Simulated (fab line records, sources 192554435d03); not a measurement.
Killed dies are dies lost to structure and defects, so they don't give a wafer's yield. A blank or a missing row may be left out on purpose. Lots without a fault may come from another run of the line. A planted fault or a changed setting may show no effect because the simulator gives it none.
Split-lot experiment | flow n5_finfet | 7 lots, 21 wafers read, on a route of 1938 steps

THE SPLIT
At N5_BEOL_M15_ILD_DEP_00 (deposits SiO2 from TEOS/O2, target thk 1629.3 nm, time 346.1 s), the setting time_s was moved away from the recipe's 346.1 s on 8 of the 21 wafers read, by -14.6% to +8.5%. The other wafers ran this setting at the recipe's value.

The file shows no step between the split and the reading.

THE READING
M15_ILD_THK, in nm, at N5_BEOL_M15_THK_MEAS_01. Fault-free wafers of this fab line usually give 1616 nm, standard deviation 22 nm.

wafer  | tool, chamber at the split | time_s as run, s | against the recipe | M15_ILD_THK, nm | against lot-mates on the recipe
L077.1 | pecvd-03, 1                | 361.1            | +4.3%              | 1668            | no lot-mate on the recipe
L077.2 | pecvd-03, 2                | 361.1            | +4.3%              | 1646            | no lot-mate on the recipe
L077.6 | pecvd-03, 0                | 361.1            | +4.3%              | 1639            | no lot-mate on the recipe
L081.2 | pecvd-03, 0                | 373              | +7.8%              | 1708            | +115
L081.4 | pecvd-03, 0                | 346.1            | recipe             | 1593            | -
L081.5 | pecvd-03, 1                | 373              | +7.8%              | 1754            | +161
L083.4 | pecvd-03, 0                | 346.1            | recipe             | 1592            | -
L083.5 | pecvd-03, 2                | 346.1            | recipe             | 1614            | -
L083.6 | pecvd-03, 1                | 346.1            | recipe             | 1612            | -
L084.1 | pecvd-04, 1                | 346.1            | recipe             | 1593            | -
L084.4 | pecvd-04, 1                | 346.1            | recipe             | 1618            | -
L084.6 | pecvd-04, 0                | 346.1            | recipe             | 1645            | -
L088.1 | pecvd-03, 1                | 346.1            | recipe             | 1608            | -
L088.2 | pecvd-03, 0                | 295.5            | -14.6%             | 1338            | -282
L088.5 | pecvd-03, 1                | 346.1            | recipe             | 1633            | -
L090.2 | pecvd-04, 2                | 375.4            | +8.5%              | 1736            | +139
L090.3 | pecvd-04, 0                | 375.4            | +8.5%              | 1744            | +147
L090.6 | pecvd-04, 1                | 346.1            | recipe             | 1597            | -
L092.1 | pecvd-04, 0                | 346.1            | recipe             | 1594            | -
L092.4 | pecvd-04, 0                | 346.1            | recipe             | 1629            | -
L092.5 | pecvd-04, 1                | 346.1            | recipe             | 1623            | -

THE FIT
A straight line over all 21 wafers: M15_ILD_THK changes by +16.4 nm for each +1% of time_s; r = +0.97; the points scatter about the line by 21 nm.
The same after taking each lot's own level away (the mean of its wafers on the recipe; 18 wafers): +18.3 nm for each +1%; r = +0.99; scatter 16 nm.
On that fit, the largest move of time_s shifts the reading by 2.7e+02 nm.
The lots' own levels span 1593.0 to 1620.5 nm, that is 1.2 times the standard deviation above.
So the lot-to-lot level changes the slope: the two fits differ.
Check: with one of the wafers moved furthest among these (-14.6%) left out of the fit, the line predicts -253 nm for it against its lot-mates. It came out at -282 nm against them.

OTHER SPLITS ON THESE WAFERS
These wafers also went through other splits before the reading. Each is held against what the fit with the lots' levels taken away leaves over:
other split on the same wafers | wafers away from the commonest value | r with M15_ILD_THK (lot level and that fit taken away)
N5_BEOL_M13_ETCH_68 time_s     | 9                                    | +0.29

THE WHOLE CHAIN: every reading that the file lists as answering this split, in the file's order
step                    | what it does                                                   | reading                                                                             | change (the file's fit)              | r (the file's)
N5_BEOL_M15_ILD_DEP_00  | deposits SiO2 from TEOS/O2, target thk 1629.3 nm, time 346.1 s | SiO2_of_BEOL_M15_ILD_DEP_00.thk_nm (the simulator's own value, which no gauge read) | +18.6 nm for each +1% of the setting | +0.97
N5_BEOL_M15_THK_MEAS_01 |                                                                | M15_ILD_THK                                                                         | +18.5 for each +1% of the setting    | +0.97
N5_BEOL_M15_VIA_ETCH_16 | etches SiO2 in C4F8/O2/Ar, target depth 1792.2 nm              | etch.depth_nm (the simulator's own value, which no gauge read)                      | +18.6 nm for each +1% of the setting | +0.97
N5_BEOL_M15_VIA_ETCH_16 | etches SiO2 in C4F8/O2/Ar, target depth 1792.2 nm              | coat_of_BEOL_M15_COAT_04.thk_nm (the simulator's own value, which no gauge read)    | -3.98 nm for each +1% of the setting | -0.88

THE FILE'S OWN FIT
M15_ILD_THK changes by +18.5 nm for each +1% of time_s, r = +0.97.
